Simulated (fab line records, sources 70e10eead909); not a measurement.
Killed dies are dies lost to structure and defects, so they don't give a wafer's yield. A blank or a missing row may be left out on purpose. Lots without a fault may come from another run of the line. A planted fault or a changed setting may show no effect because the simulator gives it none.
Which tool did it? | flow nand_harc | 14 lots, 42 wafers sampled, at 4 steps of a route of 1159

WHAT THE GAUGES READ, wafer by wafer
NHARC_P_START_INSPECT_01.
lot  | measured    | on                | raw_defect_count
L122 | day 1 12:03 | defect_inspect-01 | 6 5 3
L123 | day 1 18:02 | defect_inspect-01 | 4 5 1
L125 | day 2 06:02 | defect_inspect-02 | 4 2 4
L128 | day 3 00:02 | defect_inspect-01 | 3 2 3
L131 | day 3 18:02 | defect_inspect-01 | 0 2 2
L132 | day 4 00:02 | defect_inspect-02 | 3 3 4
L136 | day 5 00:02 | defect_inspect-01 | 3 4 3
L137 | day 5 06:02 | defect_inspect-01 | 1 4 1
L138 | day 5 12:02 | defect_inspect-02 | 9 2 3
L139 | day 5 18:02 | defect_inspect-02 | 6 4 1
L141 | day 6 06:02 | defect_inspect-02 | 3 4 5
L142 | day 6 12:02 | defect_inspect-01 | 7 5 2
L143 | day 6 18:02 | defect_inspect-02 | 2 3 2
L145 | day 7 06:02 | defect_inspect-01 | 3 4 2

NHARC_P_STI_OVL_MEAS_10.
lot  | measured    | on         | overlay_x_nm (nm) | overlay_y_nm (nm)
L122 | day 2 10:53 | overlay-02 | -7 -7 -6          | -1 -1 -1
L123 | day 2 17:02 | overlay-02 | -3 -3 -3          | -12 -12 -12
L125 | day 3 06:25 | overlay-01 | 5 5 5             | 3 3 2
L128 | day 3 19:22 | overlay-02 | -1 -1 -1          | -5 -6 -5
L131 | day 4 16:53 | overlay-02 | 4 4 4             | 2 2 2
L132 | day 5 01:22 | overlay-02 | -3 -2 -3          | 7 7 7
L136 | day 5 23:41 | overlay-02 | -6 -7 -7          | -6 -5 -5
L137 | day 6 06:37 | overlay-02 | 5 5 5             | 0 -1 -1
L138 | day 6 11:57 | overlay-01 | 3 3 4             | 15 15 16
L139 | day 6 20:32 | overlay-01 | -9 -9 -9          | 2 1 2
L141 | day 7 04:53 | overlay-01 | 2 2 2             | 3 3 3
L142 | day 7 11:23 | overlay-02 | 4 4 4             | 1 1 1
L143 | day 7 17:01 | overlay-01 | -12 -12 -12       | -5 -5 -6
L145 | day 8 06:13 | overlay-01 | -9 -10 -10        | -3 -3 -3

NHARC_P_STI_OCD_MEAS_17.
lot  | measured    | on     | trench_depth_nm (nm) | trench_foot_cd_nm (nm)
L122 | day 2 11:35 | ocd-01 | 305 301 299          | 158.9 158.3 161.2
L123 | day 2 17:44 | ocd-02 | 308 308 303          | 155.6 153.6 157.3
L125 | day 3 07:10 | ocd-02 | 296 306 300          | 154.4 156.3 157.4
L128 | day 3 20:04 | ocd-01 | 301 304 303          | 157.6 157.5 158.7
L131 | day 4 17:35 | ocd-02 | 301 301 303          | 156.4 156.4 160.2
L132 | day 5 02:04 | ocd-01 | 303 293 301          | 156.7 157.5 155.3
L136 | day 6 00:23 | ocd-01 | 305 300 302          | 154.3 157.7 156.1
L137 | day 6 07:20 | ocd-01 | 302 300 301          | 157.9 159.0 160.7
L138 | day 6 12:39 | ocd-02 | 301 301 296          | 158.9 160.3 162.1
L139 | day 6 21:15 | ocd-01 | 298 302 299          | 160.3 158.7 155.6
L141 | day 7 05:35 | ocd-02 | 301 306 304          | 155.6 155.6 155.1
L142 | day 7 12:05 | ocd-02 | 301 305 304          | 160.3 159.6 163.3
L143 | day 7 17:43 | ocd-02 | 302 299 306          | 156.5 157.2 157.2
L145 | day 8 06:56 | ocd-02 | 299 302 302          | 157.9 155.4 158.2

WHICH TOOL RAN EACH LOT (tool, then ch and the chambers of the sampled wafers, then the start)
lot  | NHARC_P_ZERO_WELL_DEVELOP_23
L122 | litho_track-02 ch 0, day 1 14:00
L123 | litho_track-02 ch 0, day 1 20:00
L125 | litho_track-02 ch 0, day 2 08:00
L128 | litho_track-05 ch 0, day 3 02:00
L131 | litho_track-07, day 3 20:00
L132 | litho_track-07, day 4 02:00
L136 | litho_track-07 ch 0, day 5 02:00
L137 | litho_track-07 ch 0, day 5 08:00
L138 | litho_track-02 ch 0, day 5 14:00
L139 | litho_track-07 ch 0, day 5 20:00
L141 | litho_track-07 ch 0, day 6 08:00
L142 | litho_track-02 ch 0, day 6 14:00
L143 | litho_track-02 ch 0, day 6 20:00
L145 | litho_track-02 ch 0, day 7 08:00
- NHARC_P_ZERO_WELL_DEVELOP_23: time 70 s.

WHAT THE TOOLS THEMSELVES READ (means of the sampled wafers that have a number; where no wafer has one, the mark that the record gives instead)
NHARC_P_ZERO_WELL_DEVELOP_23.
lot  | tool           | chill_plate_temp_C (C) | exhaust_pa (Pa)
L122 | litho_track-02 | 23.08                  | 45.2
L123 | litho_track-02 | 23.09                  | 45.2
L125 | litho_track-02 | 22.96                  | 45.3
L128 | litho_track-05 | 23.01                  | 45.6
L131 | litho_track-07 | -                      | -
L132 | litho_track-07 | -                      | -
L136 | litho_track-07 | 23.15                  | 45.8
L137 | litho_track-07 | 23.07                  | 44.5
L138 | litho_track-02 | 23.03                  | 44.4
L139 | litho_track-07 | 22.96                  | 44.9
L141 | litho_track-07 | 23.06                  | 45.5
L142 | litho_track-02 | 23.02                  | 44.9
L143 | litho_track-02 | 23.00                  | 46.1
L145 | litho_track-02 | 23.01                  | 45.0

THE ANSWER, worked out from the rows above alone
Rule: what is usual is taken from the lots themselves. Put in order of their means at a reading, lots are off if they are a third of the lots or fewer, leave a main group of 4 or more, and stand apart from it by a gap of 3 or more times the standard deviation of the main group's means; of several such gaps the widest counts. A main group whose means are all the same, to the digits that the tables above print for the reading, isn't used. A lot without any number at a reading at which 4 lots or more have one is off too. The other lots that the step has rows for count as sound. The gauges are gone through in route order, then the tools' own readings, and for those a lot's mean is taken as printed above. The first step at which some lot is off is used, and at that step the reading that is off furthest; a lot without a number counts as furthest.
Off: L131, L132, at NHARC_P_ZERO_WELL_DEVELOP_23 (chill_plate_temp_C). Without a number there: L131, L132. The main group: mean 23.04 C, standard deviation 0.053.
A tool fits if, at that step or a process step before it, it ran every lot that is off, and no sound lot after the first of them. None of those tried fits.

WHAT THE SIMULATOR HAD PUT IN
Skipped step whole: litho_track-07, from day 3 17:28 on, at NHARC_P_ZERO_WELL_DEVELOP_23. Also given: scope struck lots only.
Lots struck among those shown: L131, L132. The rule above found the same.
